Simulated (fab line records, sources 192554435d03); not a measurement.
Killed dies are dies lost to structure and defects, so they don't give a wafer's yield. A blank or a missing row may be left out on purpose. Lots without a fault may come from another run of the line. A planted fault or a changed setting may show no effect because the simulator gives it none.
A struck lot beside a sound one | flow n5_finfet | 16 steps out of a route of 1938
Sound: wafers L608.2, L608.3, L608.5. Struck: wafers L612.1, L612.3, L612.6. The cause comes at the end.
At each step with rows: each side's tool, then ch and its chambers, then its first start. Under that, the readings that differ: sound wafers | struck wafers | difference of the means | sigmas: that difference in standard deviations of wafers without a fault.
alike: readings whose means differ by less than 2 such deviations, and words and numbers that are the same on both sides. not compared: withheld readings, readings that some wafer has no value for, bounds like >300 that may hide the same value, and numbers for which the record gives no deviation and whose values overlap.
The two part at a step that has a row with sigmas, a row that says differs or no value, or rows on one side only. Numbers that don't overlap but have no deviation are shown without sigmas and don't part them. A reading that every wafer of one side lacks parts them only if that side has two wafers or more.

first, 1 step without rows for these wafers: N5_BEOL_M0_SAQP_SPACER1_ALD_98 (deposits SiO2, target thk 12.8 nm, pulse time 1 s, purge time 2 s).
N5_BEOL_M0_SAQP_SPACER1_ETCHBACK_99: etches SiO2 in CHF3/O2, target depth 15.4 nm, time 7.7 s.
  sound on rie_diel-06 ch 0,2, day 6 04:44; struck on rie_diel-02 ch 0,1,2, day 7 01:01
  alike: chamber_pressure_mTorr, drypump_motor_current_A, oes_product_au, rf_vpp_V, showerhead_plenum_p_Torr, throttle_valve_pct
  not compared: rf_hours_counter_h
N5_BEOL_M0_SAQP_MANDREL1_REMOVE_100: chemistry HBr/Cl2/O2, target a-Si, stops on SiNx, bt time 10 s.
  sound on rie_si-06 ch 0,1,2, day 6 04:49; struck on rie_si-03 ch 0,3, day 7 01:06
  alike: HBr_flow_sccm, chamber_pressure_mTorr, drypump_motor_current_A, he_backside_leak_sccm, oes_product_au, throttle_valve_pct
  not compared: rf_hours_counter_h
N5_BEOL_M0_SAQP_CD_MEAS_25: target cd 13.1 nm.
  sound on cd_sem-02 ch 0, day 6 04:56; struck on cd_sem-02 ch 0, day 7 01:13
  reading    | sound             | struck            | difference | sigmas
  cd_nm (nm) | 12.66 12.86 12.39 | 13.47 13.08 12.95 | +0.53      | +2
then, 1 step without rows for these wafers: N5_BEOL_M0_SAQP_ETCH_101 (etches SiNx in CH3F/O2, target depth 29.9 nm, time 42.7 s).
N5_BEOL_M0_SAQP_ETCH_102: etches SiO2 in CF4, target depth 4 nm, time 4.4 s.
  sound on rie_si-03 ch 1,2,3, day 6 05:13; struck on rie_si-06 ch 1,2,3, day 7 01:27
  alike: chamber_pressure_mTorr, drypump_motor_current_A, he_backside_leak_sccm, oes_product_au, throttle_valve_pct
  not compared: rf_hours_counter_h
then, 3 steps without rows for these wafers: N5_BEOL_M0_SAQP_MANDREL_ETCH_103 (etches a-Si in HBr/Cl2, stops on SiCN, target depth 45 nm, bt time 10 s, time 27 s); N5_BEOL_M0_SAQP_RECESS_104 (chemistry HF/NH3, target SiO2, target depth 18 nm, afs cycles 3, sublimation time 60 s); N5_BEOL_M0_SAQP_COAT_105 (time 60 s, resist thk 100 nm).
N5_BEOL_M0_SAQP_ETCH_106: etches SOC in N2/H2, stops on SiNx, target depth 150 nm.
  sound on rie_diel-05 ch 0,2,3, day 6 05:46; struck on rie_diel-05 ch 0,1,3, day 7 02:04
  alike: chamber_pressure_mTorr, drypump_motor_current_A, oes_product_au, rf_vpp_V, showerhead_plenum_p_Torr, throttle_valve_pct
  not compared: rf_hours_counter_h
then, 2 steps without rows for these wafers: N5_BEOL_M0_SAQP_ETCH_107 (etches SiNx in CH3F/O2, target depth 30 nm); N5_BEOL_M0_SAQP_STRIP_108 (strips in N2/H2).
N5_BEOL_M0_SAQP_RECESS_109: chemistry HF/NH3, target SiO2, target depth 3 nm, afs cycles 1, sublimation time 60 s.
  sound on vapor_etch-01 ch 1, day 6 05:56; struck on vapor_etch-02 ch 0,1, day 7 02:14
  no value came back on the struck wafers for afs_cycles, drypump_motor_current_A (A); on the sound wafers afs_cycles reads 1 1 1
N5_BEOL_M0_SAQP_SPACER2_ALD_26: deposits SiO2, target thk 15 nm, pulse time 1 s, purge time 2 s.
  sound on ald_sin-01 ch 0,2, day 6 06:05; struck on ald_sin-02 ch 0,1, day 7 02:23
  alike: heater_power_w, precursor_pulse_height_rel
-- the record jumps here: 2 days lie between the struck wafers' starts before and after (it left off in module BEOL_M0_SAQP and takes up again in module BEOL_M4, whose first step shown is number 1111 of the route) --
N5_BEOL_M4_RC_MEAS_101:
  sound on prober-01 ch 0, day 8 09:57; struck on prober-01 ch 0, day 9 13:59
  alike: DIBL_N, DIBL_P, IOFF_N, IOFF_P, ION_N, ION_P, SS_N, SS_P, VT_N, VT_P
then, 1 step without rows for these wafers: N5_PASSIVATION_PROBE_49.

WHERE THEY PART
First at N5_BEOL_M0_SAQP_CD_MEAS_25; last, within this record, at N5_BEOL_M0_SAQP_RECESS_109. Later steps at which nothing parts them and some readings are alike: N5_BEOL_M0_SAQP_SPACER2_ALD_26, N5_BEOL_M4_RC_MEAS_101.

WHY: what the simulator had put in
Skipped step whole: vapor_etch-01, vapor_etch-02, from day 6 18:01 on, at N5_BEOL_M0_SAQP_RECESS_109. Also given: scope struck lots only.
